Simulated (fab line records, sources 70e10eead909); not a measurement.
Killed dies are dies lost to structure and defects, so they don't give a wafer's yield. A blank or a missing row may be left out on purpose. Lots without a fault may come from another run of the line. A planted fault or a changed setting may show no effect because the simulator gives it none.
Which tool did it? | flow nand_harc | 12 lots, 36 wafers sampled, at 5 steps of a route of 1159

WHAT THE GAUGES READ, wafer by wafer
NHARC_P_M0_CD_MEAS_16.
lot  | measured     | on        | cd_nm (nm)
L571 | day 6 03:30  | cd_sem-03 | 90.9 89.1 91.2
L572 | day 6 10:26  | cd_sem-02 | 91.4 91.3 90.0
L573 | day 6 14:12  | cd_sem-01 | 89.7 89.4 89.8
L574 | day 6 20:08  | cd_sem-02 | 90.8 89.0 90.9
L575 | day 6 23:16  | cd_sem-01 | 89.6 90.7 89.9
L577 | day 7 01:19  | cd_sem-03 | 91.6 89.9 91.0
L576 | day 7 01:56  | cd_sem-01 | 90.9 90.6 91.8
L582 | day 8 14:02  | cd_sem-03 | 90.7 89.4 88.8
L590 | day 10 16:12 | cd_sem-02 | 90.0 89.8 89.9
L592 | day 11 10:29 | cd_sem-01 | 89.1 90.0 88.8
L593 | day 11 12:59 | cd_sem-02 | 90.3 90.6 90.8
L594 | day 12 00:40 | cd_sem-03 | 89.8 89.1 90.1

NHARC_END_SORT_01.
lot  | measured     | on        | defect_limited_yield (%) | killed_at_array | killed_at_other | killed_at_periphery | killed_dies | killed_open | killed_short | sort_bin_2_pct (%) | sort_bin_3_pct (%) | sort_bin_4_pct (%) | sort_n_pass | sort_rim_yield_pct (%) | sort_yield_pct (%)
L576 | day 20 09:10 | prober-02 | 0 0 0                    | 32 37 29        | 1 0 0           | 644 640 648         | 677 677 677 | 2 2 2       | 0 1 2        | 96.3 96.5 97.0     | 0.15 0.30 0        | 3.5 3.2 3.0        | 0 0 0       | 0 0 0                  | 0 0 0
L582 | day 21 14:36 | prober-02 | 0 0 0                    | 14 12 8         | 0 0 0           | 663 665 669         | 677 677 677 | 3 4 2       | 4 3 0        | 98.1 98.2 98.7     | 0.30 0 0.15        | 1.6 1.8 1.2        | 0 0 0       | 0 0 0                  | 0 0 0
L593 | day 24 16:11 | prober-02 | 95.7 96.0 96.6           | 25 22 19        | 0 0 0           | 4 5 4               | 29 27 23    | 3 6 4       | 4 1 3        | 1.6 1.8 0.9        | 0.15 0 0.15        | 2.5 2.2 2.4        | 648 650 654 | 97.2 91.5 96.2         | 95.7 96.0 96.6

WHICH TOOL RAN EACH LOT (tool, then ch and the chambers of the sampled wafers, then the start)
lot  | NHARC_P_M0_DESCUM_14               | NHARC_P_M1_DEP_00               | NHARC_P_M1_DESCUM_14
L571 | rie_diel-02 ch 0,2,3, day 6 03:12  | pecvd-01 ch 1,2, day 6 06:14    | rie_diel-05 ch 0,2,3, day 6 07:16
L572 | rie_diel-09 ch 0,1,2, day 6 10:08  | pecvd-04 ch 1,2, day 6 13:10    | rie_diel-05 ch 0,2,3, day 6 14:13
L573 | rie_diel-12 ch 0,2,3, day 6 13:54  | pecvd-02 ch 0,1,2, day 6 17:06  | rie_diel-10 ch 1,2,3, day 6 18:08
L574 | rie_diel-12 ch 0,1,3, day 6 19:51  | pecvd-04 ch 0,2, day 6 22:53    | rie_diel-10 ch 0,3, day 6 23:47
L575 | rie_diel-09 ch 0,1,2, day 6 22:58  | pecvd-04 ch 0,1,2, day 7 01:59  | rie_diel-01 ch 1,2,3, day 7 02:55
L577 | rie_diel-12 ch 0,1,3, day 7 01:02  | pecvd-01 ch 0,1, day 7 04:25    | rie_diel-01 ch 0,3, day 7 05:23
L576 | rie_diel-12 ch 0,2,3, day 7 01:38  | pecvd-02 ch 0,2, day 7 04:42    | rie_diel-05 ch 2,3, day 7 06:17
L582 | rie_diel-12 ch 0,2,3, day 8 13:44  | pecvd-01 ch 0,1,2, day 8 16:49  | rie_diel-10 ch 0,2,3, day 8 18:22
L590 | rie_diel-12 ch 0,2, day 10 15:55   | pecvd-01 ch 0,1, day 10 18:59   | rie_diel-01 ch 0,3, day 10 19:52
L592 | rie_diel-09 ch 1,2,3, day 11 10:11 | pecvd-01 ch 0,1, day 11 13:16   | rie_diel-05 ch 0,2,3, day 11 14:09
L593 | rie_diel-02 ch 0,1, day 11 12:41   | pecvd-01 ch 0,1,2, day 11 15:45 | rie_diel-05 ch 0,1,2, day 11 16:48
L594 | rie_diel-02 ch 0,1,2, day 12 00:22 | pecvd-02 ch 1,2, day 12 03:23   | rie_diel-01 ch 0,1, day 12 04:25
- NHARC_P_M0_DESCUM_14: chemistry O2, time 3 s.
- NHARC_P_M1_DEP_00: deposits SiOC, target thk 182.5 nm.
- NHARC_P_M1_DESCUM_14: chemistry O2, time 3 s.

WHAT THE TOOLS THEMSELVES READ (means of the sampled wafers that have a number; where no wafer has one, the mark that the record gives instead)
NHARC_P_M0_DESCUM_14.
lot  | tool        | drypump_motor_current_A (A) | oes_product_au (a.u.) | rf_vpp_V (V) | showerhead_plenum_p_Torr (Torr) | throttle_valve_pct (%)
L571 | rie_diel-02 | 5.8                         | 0.993                 | 57.4         | 1.90                            | 11.316
L572 | rie_diel-09 | 5.6                         | 0.993                 | 58.0         | 1.88                            | 11.310
L573 | rie_diel-12 | 5.3                         | 1.000                 | 57.8         | 1.84                            | 11.308
L574 | rie_diel-12 | 5.4                         | 0.996                 | 57.2         | 1.87                            | 11.318
L575 | rie_diel-09 | 5.6                         | 0.996                 | 57.4         | 1.88                            | 11.317
L577 | rie_diel-12 | 5.4                         | 1.001                 | 58.2         | 1.87                            | 11.312
L576 | rie_diel-12 | 5.3                         | 0.988                 | 57.1         | 1.84                            | 11.323
L582 | rie_diel-12 | 5.3                         | 0.993                 | 57.2         | 1.84                            | 11.311
L590 | rie_diel-12 | 5.4                         | 1.000                 | 57.3         | 1.82                            | 11.313
L592 | rie_diel-09 | 5.9                         | 0.999                 | 57.0         | 1.88                            | 11.310
L593 | rie_diel-02 | 5.2                         | 1.004                 | 58.1         | 1.99                            | 11.308
L594 | rie_diel-02 | 5.5                         | 1.001                 | 58.2         | 1.94                            | 11.303

NHARC_P_M1_DESCUM_14.
lot  | tool        | drypump_motor_current_A (A) | oes_product_au (a.u.) | rf_vpp_V (V) | showerhead_plenum_p_Torr (Torr) | throttle_valve_pct (%)
L571 | rie_diel-05 | 5.6                         | 1.003                 | 58.0         | 1.96                            | 11.314
L572 | rie_diel-05 | 5.6                         | 1.005                 | 58.5         | 1.96                            | 11.305
L573 | rie_diel-10 | 5.7                         | 1.007                 | 58.6         | 1.94                            | 11.307
L574 | rie_diel-10 | 6.0                         | 1.002                 | 57.8         | 1.95                            | 11.306
L575 | rie_diel-01 | 6.1                         | 1.002                 | 57.2         | 1.87                            | 11.308
L577 | rie_diel-01 | 6.2                         | 1.003                 | 56.9         | 1.91                            | 11.308
L576 | rie_diel-05 | 5.7                         | 1.011                 | 57.7         | 1.96                            | 11.310
L582 | rie_diel-10 | 5.9                         | 1.008                 | 56.7         | 1.92                            | 11.306
L590 | rie_diel-01 | 6.4                         | 0.999                 | 58.0         | 1.94                            | 11.310
L592 | rie_diel-05 | 5.6                         | 1.000                 | 58.1         | 1.96                            | 11.308
L593 | rie_diel-05 | 5.6                         | 0.992                 | 57.9         | 1.92                            | 11.316
L594 | rie_diel-01 | 6.4                         | 1.004                 | 58.1         | 1.91                            | 11.308

THE ANSWER, worked out from the rows above alone
Rule: what is usual is taken from the lots themselves. Put in order of their means at a reading, lots are off if they are a third of the lots or fewer, leave a main group of 4 or more, and stand apart from it by a gap of 3 or more times the standard deviation of the main group's means; of several such gaps the widest counts. A main group whose means are all the same, to the digits that the tables above print for the reading, isn't used. A lot without any number at a reading at which 4 lots or more have one is off too. The other lots that the step has rows for count as sound. The gauges are gone through in route order, then the tools' own readings, and for those a lot's mean is taken as printed above. The first step at which some lot is off is used, and at that step the reading that is off furthest; a lot without a number counts as furthest.
No lot is off at any reading shown: from this, nothing can be told.

WHAT THE SIMULATOR HAD PUT IN
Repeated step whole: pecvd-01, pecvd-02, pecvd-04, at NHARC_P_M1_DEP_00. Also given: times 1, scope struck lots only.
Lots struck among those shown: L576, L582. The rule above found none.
